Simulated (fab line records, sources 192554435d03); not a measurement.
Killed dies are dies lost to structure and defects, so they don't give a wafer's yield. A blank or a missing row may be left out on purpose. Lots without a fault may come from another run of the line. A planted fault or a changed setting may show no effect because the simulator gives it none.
fab line records | flow n5_finfet
record lots=4 wafers=12 last_day=17
route steps=1938 shown MOL_CONTACT_COAG@623 BEOL_M0_SAQP@632 BEOL_M0_CUTY@710 BEOL_M4@1111 PASSIVATION@1936
lots that met no fault: from a run of the same line without faults
start_h: hours from the record's first day to the start of the lot's first wafer shown | wait_h: hours since the lot's step before | " the same as in the row above | L1.1+2: a row that stands for several wafers | - no value, or no start given | * or withheld: withheld | < > ~ a bound
route shown NAME@n: a module of which the file shows steps, and the number in the route of the first | usual: mean/standard deviation of fault-free wafers | same: alike in all rows | chamber/n: place in a boat | sites: the reading at each site | _std_site: their standard deviation | _edge_site: outer sites' mean less inner sites' | radius_mm: how far each site lies from the wafer's centre | mask NAME#n: copy n | behind: the tool/chamber that last shaped the wafer | hold: why the lot was held/for how many hours/how that ended | device: the transistor (n, p or np) that didn't switch | end of line: the same wafers' tests at the end of the route | a step without rows: its recipe alone | killed: dies lost to structure and defects at the first sort, not the wafer's yield | map: a wafer's dies, x killed, . not, _ none there
set.NAME: the setting as run; set.NAME@STEP: as run at that earlier step | model.NAME: the simulator's own value behind a step, which no gauge read
lots at some steps of the route; a table a step, a row a wafer
services: from which hour (start_h, from the record's first day; less than 0 if before it) a tool's chamber was out of use, for how many hours, and why
## steps
# step N5_MOL_CONTACT_COAG_PRE_CLEAN_121
# recipe gas=H2/He time_s=* temp_c=withheld
# step N5_MOL_CONTACT_COAG_CVD_140
# recipe material=W target_thk_a=665 mode=selective_fill temp_c=300 time_s=215
# step N5_MOL_CONTACT_COAG_PRECLEAN_127
# recipe chemistry=DIW time_s=57.5 temp_c=23
# step N5_MOL_CONTACT_COAG_SRD_128
# recipe dry_time_s=32 dry=n2_spin spin_rpm=1500
# step N5_MOL_CONTACT_COAG_CMP_52
# recipe stop_on=SiO2 t_overpolish_s=1.5 post_cmp_clean=w_dilute_nh4oh down_force_psi=4 platen_rpm=50.289 pad_velocity_m_s=1.0006 target_thk_nm=66.5
# step N5_MOL_CONTACT_COAG_ANNEAL_112
# recipe temp_c=400 time_s=1800 ambient=HPD2 pressure_atm=10
# step N5_BEOL_M0_SAQP_PECVD_00
# recipe material=SiCN target_thk_a=80 temp_c=withheld precursor=3MS/NH3 pressure_torr=3 rf_w=202 time_s=14
# step N5_BEOL_M0_SAQP_ILD_DEP_01
# recipe material=SiOC target_thk_a=454.19 temp_c=350 precursor=DEMS/O2 pressure_torr=5 rf_w=500 time_s=8.7
# step N5_BEOL_M0_SAQP_HM_DEP_02
# recipe material=TiN target_thk_a=120 temp_c=25 chamber_pressure_pa=0.49996
# step N5_BEOL_M0_SAQP_PECVD_03
# recipe material=SiCN target_thk_a=120 temp_c=withheld precursor=3MS/NH3 pressure_torr=3 rf_w=202 time_s=21.1
# usual showerhead_plenum_p_Torr=3.665/0.012 throttle_valve_pct=9.0/0.44
# columns lot.wafer tool chamber start_h wait_h showerhead_plenum_p_Torr throttle_valve_pct
L106.1 pecvd-04 1 122.93 0.1 3.661 8.6
L106.3 " 2 " " 3.647 9.0
L106.6 " 2 " " 3.655 9.0
L122.2 pecvd-04 0 217.72 0.1 3.666 8.8
L122.3 " 2 " " 3.651 9.2
L122.4 " 2 " " 3.646 9.4
L124.1 pecvd-04 2 238.92 0.1 3.655 9.2
L124.4 " 2 " " 3.639 9.4
L124.5 " 0 " " 3.653 8.9
L125.2 pecvd-03 1 240.52 0.1 3.686 8.9
L125.3 " 0 " " 3.659 9.3
L125.5 " 0 " " 3.661 9.0
# step N5_BEOL_M0_SAQP_PECVD_96
# recipe material=a-Si target_thk_a=450 temp_c=350 precursor=SiH4/He pressure_torr=3 rf_w=100 time_s=45.2
# step N5_BEOL_M0_SAQP_PECVD_97
# recipe material=SiNx target_thk_a=230 temp_c=350 precursor=SiH4/NH3/N2 pressure_torr=1.5 rf_w=300 time_s=19.9
# step N5_BEOL_M0_SAQP_PECVD_04
# recipe material=a-Si target_thk_a=600 temp_c=350 precursor=SiH4/He pressure_torr=3 rf_w=100 time_s=60.2
# step N5_BEOL_M0_SAQP_HM_DEP_111
# recipe material=SiO2 target_thk_a=120 temp_c=400 precursor=SiH4/N2O pressure_torr=0.75 rf_w=275 time_s=7.2
# step N5_BEOL_M0_SAQP_COAT_81
# recipe resist=SOC temp_c=250 time_s=60 spin_rpm=1500 resist_thk_nm=100
# step N5_BEOL_M0_SAQP_COAT_82
# recipe resist=SiARC temp_c=220 time_s=60 spin_rpm=1500 resist_thk_nm=30
# step N5_BEOL_M0_SAQP_COAT_08
# recipe resist=CAR-ArF spin_rpm=1500 resist_thk_nm=90
# step N5_BEOL_M0_SAQP_EBR_10
# recipe solvent=PGMEA ebr_width_mm=1.5
# step N5_BEOL_M0_SAQP_SOFTBAKE_09
# recipe temp_c=110 time_s=60 resist=CAR-ArF
# step N5_BEOL_M0_SAQP_EXPOSE_11
# recipe mask_id=M0_CORE na=1.35 source_shape=dipole sigma_inner=0.538 sigma_outer=0.738 polarization=te target_cd_nm=42 dose_mj=55
# step N5_BEOL_M0_SAQP_PEB_12
# recipe peb_temp_c=withheld peb_time_s=60 resist=CAR-ArF
# step N5_BEOL_M0_SAQP_DEVELOP_13
# recipe develop_time_s=30 developer=TMAH resist=CAR-ArF dev_temp_c=23 rinse_liquid=diw dry=air_spin
# step N5_BEOL_M0_SAQP_INSPECT_16
# recipe mode=adi inspect_instrument=brightfield
# usual raw_defect_count=488/110
# columns lot.wafer tool chamber start_h wait_h raw_defect_count
L106.1 defect_inspect-01 - 123.68 0.0 527
L106.3 " - " " 502
L106.6 " - " " 401
L122.2 defect_inspect-02 - 218.46 0.0 1802
L122.3 " - " " 1776
L122.4 " - " " 1681
L124.1 defect_inspect-01 - 239.69 0.0 1870
L124.4 " - " " 1800
L124.5 " - " " 2094
L125.2 defect_inspect-01 - 241.27 0.0 443
L125.3 " - " " 723
L125.5 " - " " 311
# step N5_BEOL_M0_SAQP_DESCUM_19
# recipe chemistry=O2 time_s=7.9 source_power_w=50 bias_power_w=20 pressure_mtorr=20 rf_frequency_hz=2.712e+07 temp_c=40 resist=CAR-ArF o2_flow_sccm=225
# step N5_BEOL_M0_SAQP_ETCH_83
# recipe chemistry=CF4 target=SiARC target_depth_a=390 mask_material=CAR-ArF time_s=65 ion_energy_ev=80 pressure_mtorr=40 source_w=545 bias_w=36 Ar_flow_sccm=100 cf4_flow_sccm=100 ends=cleared
# step N5_BEOL_M0_SAQP_ETCH_84
# recipe chemistry=N2/H2 target=SOC target_depth_a=1000 overetch_a=200 mask_material=SiARC temp_c=40 time_s=150 ion_energy_ev=200 pressure_mtorr=30 source_w=840 bias_w=150 n2_flow_sccm=200 h2_flow_sccm=200
# step N5_BEOL_M0_SAQP_STRIP_80
# recipe chemistry=N2/H2 temp_c=40 n2_flow_sccm=200 h2_flow_sccm=200 rf_frequency_hz=6e+07
# step N5_BEOL_M0_SAQP_HM_OPEN_112
# recipe chemistry=CHF3/O2 target=SiO2 stop_on=a-Si target_depth_a=120 over_etch_frac=1.25 mask_material=SOC time_s=13.5 pressure_mtorr=30 source_w=650 bias_w=170 Ar_flow_sccm=200 CHF3_flow_sccm=50 O2_flow_sccm=5 ion_energy_ev=200 ends=end_point
# step N5_BEOL_M0_SAQP_STRIP_113
# recipe chemistry=CHF3/O2 resist=SiARC rf_frequency_hz=6e+07
# step N5_BEOL_M0_SAQP_MANDREL_ETCH_20
# recipe target_depth_a=600 chemistry=HBr/Cl2 target=a-Si stop_on=SiNx bt_time_s=10 mask_material=SOC over_etch_frac=0.5 time_s=30 pressure_mtorr=10 icp_w=800 bias_w=75 HBr_flow_sccm=150 Cl2_flow_sccm=80 ends=end_point
# step N5_BEOL_M0_SAQP_STRIP_86
# recipe chemistry=N2/H2 power_w=500 temp_c=40 pressure_mtorr=50 rf_frequency_hz=6e+07 overash_fraction=0.3 bias_power_w=28 h2_frac=0.5 n2_flow_sccm=300 h2_flow_sccm=300
# step N5_BEOL_M0_SAQP_STRIP_115
# recipe chemistry=post_etch_residue_remover time_s=60 temp_c=25 remover_ph=withheld remover_water_wt_pct=withheld remover_fluoride_wt_pct=withheld
# step N5_BEOL_M0_SAQP_SRD_93
# recipe dry=ipa_marangoni time_s=30 temp_c=23 rinse_liquid=diw
# step N5_BEOL_M0_SAQP_RECESS_114
# recipe chemistry=HF/NH3 target=SiO2 target_depth_a=144 afs_cycles=3 temp_c=30 sublimation_temp_c=180 sublimation_time_s=60
# step N5_BEOL_M0_SAQP_SPACER1_ALD_98
# recipe material=SiO2 target_thk_a=128 temp_c=300 ald_precursor_family=BDEAS ald_co_reactant=O2-plasma pulse_time_s=1 purge_time_s=2 co_reactant_purge_time_s=2 ald_cycles=138 pressure_torr=2
# step N5_BEOL_M0_SAQP_SPACER1_ETCHBACK_99
# recipe chemistry=CHF3/O2 mode=anisotropic_etchback target=SiO2 target_depth_a=154 time_s=7.7 pressure_mtorr=30 source_w=650 bias_w=170 Ar_flow_sccm=200 CHF3_flow_sccm=50 O2_flow_sccm=5 ion_energy_ev=200
# step N5_BEOL_M0_SAQP_INSPECT_42
# recipe mode=adi inspect_instrument=brightfield
# usual raw_defect_count=307/77
# columns lot.wafer tool chamber start_h wait_h raw_defect_count
L106.1 defect_inspect-01 - 127.89 0.1 354
L106.3 " - " " 336
L106.6 " - " " 291
L122.2 defect_inspect-01 - 222.99 0.0 1682
L122.3 " - " " 1633
L122.4 " - " " 1583
L124.1 defect_inspect-02 - 243.75 0.1 1716
L124.4 " - " " 1616
L124.5 " - " " 1747
L125.2 defect_inspect-01 - 245.34 0.0 351
L125.3 " - " " 347
L125.5 " - " " 231
# step N5_BEOL_M0_CUTY_INSPECT_59
# recipe mode=adi inspect_instrument=macro
# usual raw_defect_count=2.0/1.6
# columns lot.wafer tool chamber start_h wait_h raw_defect_count
L106.1 defect_inspect-01 - 129.25 0.0 1
L106.3 " - " " 1
L106.6 " - " " 1
L122.2 defect_inspect-02 - 224.51 0.0 >300
L122.3 " - " " >300
L122.4 " - " " >300
L124.1 defect_inspect-02 - 245.46 0.0 >300
L124.4 " - " " >300
L124.5 " - " " >300
L125.2 defect_inspect-01 - 246.94 0.0 1
L125.3 " - " " 1
L125.5 " - " " 4
# step N5_BEOL_M4_RC_MEAS_101
# usual DIBL_N=35.8/1.5 DIBL_P=35.9/1.8 IOFF_N=0.152/0.025 IOFF_P=0.21/0.031 ION_N=672/11 ION_P=462/7.4 SS_N=71.5/0.52 SS_P=73.2/0.54 VT_N=250/3 VT_P=-250/3.3
# columns lot.wafer tool chamber start_h wait_h DIBL_N[mV/V] DIBL_P[mV/V] IOFF_N[nA/um] IOFF_P[nA/um] ION_N[uA/um] ION_P[uA/um] SS_N[mV/dec] SS_P[mV/dec] VT_N[mV] VT_P[mV]
L106.1 prober-01 0 178.53 0.0 35.7 33.7 0.129 0.16 669 461 71.3 72.9 254 -256
L106.3 " 0 " " 37.3 35.2 0.144 0.18 661 450 70.8 73.3 252 -254
L106.6 " 0 " " 36.7 33.4 0.127 0.15 661 450 71.7 73.0 255 -257
L122.2 prober-02 0 285.99 0.2 34.3 35.6 0.129 0.20 669 464 71.0 73.1 256 -252
L122.3 " 0 " " 34.3 36.2 0.141 0.21 676 466 70.4 73.1 252 -253
L122.4 " 0 " " 36.2 38.6 0.161 0.24 677 468 71.2 73.8 250 -252
L124.1 prober-02 0 300.36 0.0 34.1 34.8 0.141 0.20 655 454 71.6 73.6 250 -249
L124.4 " 0 " " 35.3 36.5 0.157 0.22 672 467 71.7 73.4 248 -248
L124.5 " 0 " " 37.5 39.3 0.206 0.28 681 471 71.9 74.0 247 -246
L125.2 prober-01 0 303.50 0.2 34.3 33.5 0.120 0.19 653 455 70.4 72.2 256 -250
L125.3 " 0 " " 38.3 38.4 0.200 0.28 685 470 71.4 72.8 249 -244
L125.5 " 0 " " 33.3 32.8 0.114 0.18 656 455 70.2 72.3 252 -251
# step N5_PASSIVATION_PROBE_49
# usual defect_limited_yield=91.7/1.7 killed_at_M0_to_M3=34/10 killed_at_M4_up=13/5.1 killed_at_contacts=12/6.2 killed_at_front_end=36/12 killed_at_other=3.2/2.6 killed_dies=98/20 killed_on_rim=13/4.5 killed_open=65/13 killed_short=32/8.4 sort_bin_5_function=4.8/1.1 sort_bin_6_memory=3.2/0.74 sort_n_pass=1082/20 sort_yield_pct=91.7/1.7
# same gross_dies=1180 killed_at_back_side=0 sort_bin_4_leakage[%]=0 sort_bin_8_speed[%]=0
# columns lot.wafer tool chamber start_h wait_h defect_limited_yield[%] killed_at_M0_to_M3 killed_at_M4_up killed_at_contacts killed_at_front_end killed_at_other killed_dies killed_on_rim killed_open killed_short sort_bin_5_function[%] sort_bin_6_memory[%] sort_n_pass sort_yield_pct[%]
L122.2 prober-02 - 381.95 0.1 83.0 139 13 14 33 2 201 33 76 34 10.2 4.2 979 83.0
L122.3 prober-02 - 382.00 0.1 86.2 118 12 7 23 3 163 30 57 28 6.7 3.8 1017 86.2
L122.4 prober-02 - 382.05 0.2 86.2 109 16 9 28 1 163 34 51 23 8.0 2.7 1017 86.2
L124.1 prober-02 - 395.40 0.0 86.9 122 11 5 16 0 154 27 47 25 7.2 3.1 1026 86.9
L124.4 prober-02 - 395.55 0.2 86.2 109 11 15 28 0 163 27 53 28 8.0 3.0 1017 86.2
L124.5 prober-02 - 395.60 0.2 83.0 116 23 19 39 4 201 28 74 42 9.7 4.4 979 83.0
# killed by level:class
L122.2 BEOL_M0_SAQP:unspecified=90 BEOL_M0_SAQP:geometric_particle:open=18 BEOL_M0_SAQP:geometric_particle:short=11 MOL_CONTACT_COAG:geometric_particle:open=11 BEOL_M2:geometric_particle:open=10 STI_FIN_REVEAL:geometric_particle:open=6 FIN_SAQP:geometric_particle:short=5 FIN_SAQP:geometric_particle:open=5
L122.3 BEOL_M0_SAQP:unspecified=78 BEOL_M2:geometric_particle:open=12 BEOL_M0_SAQP:geometric_particle:short=9 MOL_CONTACT_COAG:geometric_particle:open=7 BEOL_M0_SAQP:geometric_particle:open=6 BEOL_M1:geometric_particle:open=5 BEOL_M4:geometric_particle:short=5 STI_FIN_REVEAL:geometric_particle:open=4
L122.4 BEOL_M0_SAQP:unspecified=87 MOL_CONTACT_COAG:geometric_particle:open=7 BEOL_M0_SAQP:geometric_particle:short=6 FIN_SAQP:geometric_particle:short=5 DUMMY_GATE:geometric_particle:open=5 STI_FIN_REVEAL:geometric_particle:open=5 BEOL_M2:geometric_particle:open=5 BEOL_M4:geometric_particle:open=5
L124.1 BEOL_M0_SAQP:unspecified=82 BEOL_M2:geometric_particle:open=9 BEOL_M0_SAQP:geometric_particle:short=8 BEOL_M0_SAQP:geometric_particle:open=5 BEOL_M1:geometric_particle:open=5 BEOL_M3:geometric_particle:open=5 BEOL_M4:geometric_particle:open=4 FIN_SAQP:geometric_particle:open=3
L124.4 BEOL_M0_SAQP:unspecified=81 MOL_CONTACT_COAG:geometric_particle:open=12 FIN_SAQP:geometric_particle:open=7 FIN_SAQP:geometric_particle:short=6 BEOL_M2:geometric_particle:open=6 BEOL_M3:geometric_particle:open=6 BEOL_M1:geometric_particle:open=4 BEOL_M3:geometric_particle:short=4
L124.5 BEOL_M0_SAQP:unspecified=84 MOL_CONTACT_COAG:geometric_particle:open=14 FIN_SAQP:geometric_particle:short=10 BEOL_M4:geometric_particle:open=10 BEOL_M0_SAQP:geometric_particle:open=9 FIN_SAQP:geometric_particle:open=7 BEOL_M0_SAQP:geometric_particle:short=7 STI_FIN_REVEAL:geometric_particle:open=5
# map L122.2 (x killed, . not)
_________________x...........________________
______________xxx.....x......x.._____________
___________xxxxxx.x.x...x....x.....__________
__________xxxxxxxx.................._________
________xxxxxxxxxx...................x_______
_______xxxxxxxxx.x........xx....x......______
______xxxxxxxxxxx......................._____
_____xxxxxxxxxxxx.x..........xx.....x....____
____xxxxxxxxx.xx..........x...........xx.x___
___..xxxxxxxx.x........x........xx.........__
___.x.x.xxx...x....................x......x__
__...xx..xxx...............x................_
__....x..x......x..x..................x....x_
_.x..................................x.......
_.......x..x..x...xxx...x....................
_.........x................x...x.............
_......x....x.....x.x..x...........x.........
_...............x...........x................
_...............................x..x....xx...
_.......x............................x...x...
_...............x.x....x..x..........x.......
__....x...............................x.x..._
__...x....x.........x........x..........x..x_
___...xx...x.x......x.x....................__
___.....xx..x..x...............x......x.x..__
____.......xx..............x.............x___
_____.......x.......x.x.......x..........____
______......x.............x............._____
_______...x..........x..............x..______
________x.......x.....x..........xx..x_______
__________x........x............x..._________
___________......x.................__________
______________.....x............_____________
_________________..x.........________________
# map L124.5 (x killed, . not)
_________________............________________
______________xx..x............._____________
___________xxxxxxx...x...........x.__________
__________xxxxxxxx...x...........x.._________
________xxxxxxxxxx......xx........x..._______
_______xxxxxxxxxx.x............x.......______
______xxxxxxxxx.x..........x.......x...._____
_____xxxxxxxxxxxxx....x.......x..........____
____xxxxxxxxxxx......................xx...___
___...xxxxxxxx.......x........x...........x__
___.xxxxx.x..xx.x.....................x...x__
__.......x..x..x..............x......x....x._
__...........x..x................x....x....._
_x.............x.x..........xx...............
_........x..............x..........x.........
_...........x.x.....x.......x................
_xx.....x...x.........................x......
_..x.............x............x.....xx...x...
_........x......x....xx....................x.
_.xxx..........x....x.x.x...x.x..............
_....x........x................x..x.xx.x.....
__...x..x.............x........x............_
__...x.....x.................x...xx.....x..._
___...............x........................__
___........................x..x......x.....__
____.....x............x...........x...x.x.___
_____.x..................x....x.xx..x....____
______.x............x..................._____
_______....xx..........xx.......x......______
________...........x.x................_______
__________..........x........x......_________
___________............x.....x.....__________
______________.................._____________
_________________............________________
## services
# columns tool chamber start_h hours kind
pecvd-03 2 107.09 2.1 scheduled_down
pecvd-04 - 127.46 1.1 repair
pecvd-04 1 141.84 5.4 repair
pecvd-03 - 157.40 0.8 pm
pecvd-03 0 173.66 4.6 scheduled_down
pecvd-03 - 174.99 5.5 repair
pecvd-04 0 176.00 2.2 repair
pecvd-04 1 208.31 2.1 scheduled_down
## key
first_sign step=N5_BEOL_M0_SAQP_INSPECT_16 reading=raw_defect_count direction=up sigmas=12 usual=488 struck=1837
effect step=N5_BEOL_M0_SAQP_INSPECT_42 reading=raw_defect_count direction=up sigmas=18 usual=307 struck=1663
effect step=N5_BEOL_M0_CUTY_INSPECT_59 reading=raw_defect_count direction=up sigmas=99+ usual=2.0 struck=>300
effect step=N5_PASSIVATION_PROBE_49 reading=killed_at_M0_to_M3 direction=up sigmas=8 usual=34 struck=119
more_kills_born_at N5_BEOL_M0_SAQP_PECVD_03@pecvd-04=502
met_at N5_BEOL_M0_SAQP_PECVD_03
struck_wafers L122.2,L122.3,L122.4,L124.1,L124.4,L124.5
onset_between 122.93 217.72
fault kind=chamber_particle_source tool=pecvd-04 chamber=- onset_h=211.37 steps=N5_BEOL_M0_SAQP_PECVD_03 rate_per_visit_cm2=2.1855 end_h=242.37
